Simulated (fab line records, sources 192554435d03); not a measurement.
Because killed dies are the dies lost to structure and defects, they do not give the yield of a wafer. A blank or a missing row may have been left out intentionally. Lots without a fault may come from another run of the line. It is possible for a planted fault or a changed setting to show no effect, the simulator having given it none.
Which of the tools did it?	flow n5Finfet	11 lots, 32 wafers sampled, at 4 steps of a route of 1938

## WHAT THE GAUGES SHOWED, per wafer
The record lacks any reading of a measuring or inspecting step that a usual standard deviation could be used to judge.

## TOOL THAT RAN EACH LOT (tool first, then ch and the chambers of the sampled wafers, then the start)
lot	N5_BEOL_M5_SPUTTER_88	N5_BEOL_M5_PRE_CLEAN_77	N5_BEOL_M6_COAT_63	N5_BEOL_M6_ETCH_65
L580	pvdSputter-02, day 12 21:50	cvdCo-02 ch 0,1,2, day 12 23:46	lithoTrack-05 ch 0, day 13 06:05	rieDiel-05 ch 0,1, day 13 06:58
L583	pvdSputter-03, day 13 02:30	cvdCo-01 ch 0,2, day 13 04:25	lithoTrack-03 ch 0, day 13 09:37	rieDiel-05 ch 0,3, day 13 10:44
L586	pvdSputter-01, day 13 21:16	cvdCo-01 ch 0,2, day 13 23:11	lithoTrack-04 ch 0, day 14 05:44	rieDiel-01 ch 1,3, day 14 06:24
L585	pvdSputter-01, day 14 05:08	cvdCo-01 ch 1,2, day 14 07:05	lithoTrack-05 ch 0, day 14 13:23	rieDiel-05 ch 1,3, day 14 13:57
L588	pvdSputter-03, day 14 08:11	cvdCo-01 ch 0,1,2, day 14 10:43	lithoTrack-03 ch 0, day 14 15:02	rieDiel-05 ch 1,2, day 14 15:55
L587	pvdSputter-01, day 14 09:49	cvdCo-01 ch 0,2, day 14 12:04	lithoTrack-03 ch 0, day 14 17:32	rieDiel-01 ch 1,2, day 14 17:59
L590	pvdSputter-02, day 14 14:57	cvdCo-01 ch 1,2, day 14 17:36	lithoTrack-03 ch 0, day 14 19:44	rieDiel-05 ch 0,2, day 14 20:18
L591	pvdSputter-02, day 15 01:32	cvdCo-01 ch 0,1, day 15 03:46	lithoTrack-03 ch 0, day 15 07:22	rieDiel-01 ch 1,2,3, day 15 07:59
L600	pvdSputter-02, day 17 13:25	cvdCo-02 ch 0,1, day 17 15:20	lithoTrack-05 ch 0, day 17 21:41	rieDiel-05 ch 1,2,3, day 17 22:17
L601	pvdSputter-03, day 17 16:59	cvdCo-02 ch 1,2, day 17 18:55	lithoTrack-05 ch 0, day 18 01:38	rieDiel-04 ch 0,3, day 18 02:18
L602	pvdSputter-01, day 18 05:28	cvdCo-01 ch 0,1, day 18 07:25	lithoTrack-05 ch 0, day 18 10:53	rieDiel-05 ch 0,2, day 18 11:28
- N5_BEOL_M5_SPUTTER_88: material Cu, target thk 15 nm, time 27.62 s.
- N5_BEOL_M5_PRE_CLEAN_77: time 15 s.
- N5_BEOL_M6_COAT_63: time 60 s, resist thk 60 nm.
- N5_BEOL_M6_ETCH_65: etches SiARC in CF4, target depth 15.6 nm, time 26 s.

## AS READ BY THE TOOLS THEMSELVES (means over the sampled wafers that have a number; for cases with no such wafer, the mark the record gives instead)
N5_BEOL_M5_SPUTTER_88.
lot	tool	throttleValvePct (%)
L580	pvdSputter-02	29.9
L583	pvdSputter-03	29.3
L586	pvdSputter-01	30.8
L585	pvdSputter-01	31.8
L588	pvdSputter-03	30.2
L587	pvdSputter-01	29.8
L590	pvdSputter-02	29.9
L591	pvdSputter-02	30.2
L600	pvdSputter-02	29.9
L601	pvdSputter-03	30.8
L602	pvdSputter-01	31.5

N5_BEOL_M5_PRE_CLEAN_77.
lot	tool	heaterPowerW (W)
L580	cvdCo-02	106
L583	cvdCo-01	70
L586	cvdCo-01	67
L585	cvdCo-01	82
L588	cvdCo-01	74
L587	cvdCo-01	69
L590	cvdCo-01	85
L591	cvdCo-01	83
L600	cvdCo-02	96
L601	cvdCo-02	92
L602	cvdCo-01	82

N5_BEOL_M6_COAT_63.
lot	tool	heaterPowerTotalW (W)	spinSpeedRpm (rpm)
L580	lithoTrack-05	500.9	1499.7
L583	lithoTrack-03	499.4	1500.6
L586	lithoTrack-04	501.6	1500.6
L585	lithoTrack-05	500.2	1500.0
L588	lithoTrack-03	500.3	1499.4
L587	lithoTrack-03	499.2	1501.8
L590	lithoTrack-03	500.0	1369.8
L591	lithoTrack-03	500.7	1369.7
L600	lithoTrack-05	500.6	1500.4
L601	lithoTrack-05	498.6	1499.7
L602	lithoTrack-05	500.2	1500.6

N5_BEOL_M6_ETCH_65.
lot	tool	drypumpMotorCurrentA (A)	etchRfOnTimeS (s)	oesProductAu (a.u.)	rfVppV (V)	showerheadPlenumPTorr (Torr)	throttleValvePct (%)
L580	rieDiel-05	6.0	25.5	0.70	185.9	2.25	15.55
L583	rieDiel-05	6.0	25.2	0.69	185.8	2.24	15.34
L586	rieDiel-01	6.2	26.9	0.64	183.7	2.11	15.51
L585	rieDiel-05	6.5	25.7	0.70	185.4	2.25	15.54
L588	rieDiel-05	6.1	25.7	0.70	185.7	2.23	15.63
L587	rieDiel-01	5.8	25.7	0.70	184.0	2.10	15.55
L590	rieDiel-05	5.8	26.3	0.67	184.1	2.18	15.47
L591	rieDiel-01	6.0	26.7	0.63	184.2	2.10	15.56
L600	rieDiel-05	6.2	26.0	0.67	184.7	2.21	15.59
L601	rieDiel-04	5.5	24.3	0.77	183.9	2.13	15.36
L602	rieDiel-05	5.8	25.9	0.65	184.1	2.17	15.54

## THE ANSWER, worked out from the rows above alone
Rule: usual is defined by the lots themselves. Put in order of their means at a reading, lots are off if they are a third of the lots or fewer, leave a main group of 4 or more, and stand apart from it by a gap of 3 or more times the standard deviation of the main group's means; of several such gaps the widest counts. A main group is skipped when, at the precision printed for the reading in the tables above, its means are all equal. A lot without any number at a reading at which 4 lots or more have one is off too. The other lots that the step has rows for count as sound. After the gauges, taken in route order, come the tools' own readings; for these a lot's mean is taken, as printed above. At the first step where some lot is off, the reading lying furthest off is the one used; lots without a number count as furthest.
Off, at N5_BEOL_M6_COAT_63 on spinSpeedRpm: L590, L591. The main group has a mean of 1500.3 rpm with a standard deviation of 0.68.
A tool fits if, at that step or a process step before it, it ran every lot that is off, and no sound lot after the first of them. One candidate fits, namely lithoTrack-03 at N5_BEOL_M6_COAT_63. Its last sound lot is L587 (day 14 17:32), its first lot that is off L590 (day 14 19:44): a fault that began between those two fits.
On the lots that are off, the tool's own readings at N5_BEOL_M6_COAT_63 differ by more than 5 times the standard deviation of the sound lots' means, which bears it out; spinSpeedRpm reads 1369.8 rpm there versus 1500.3 rpm on the sound lots.

## WHAT THE SIMULATOR HAD INSERTED
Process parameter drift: lithoTrack-03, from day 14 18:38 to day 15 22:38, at N5_BEOL_M6_COAT_63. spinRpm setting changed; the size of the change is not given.
Struck lots among those shown: L590, L591. Same finding as the rule above.
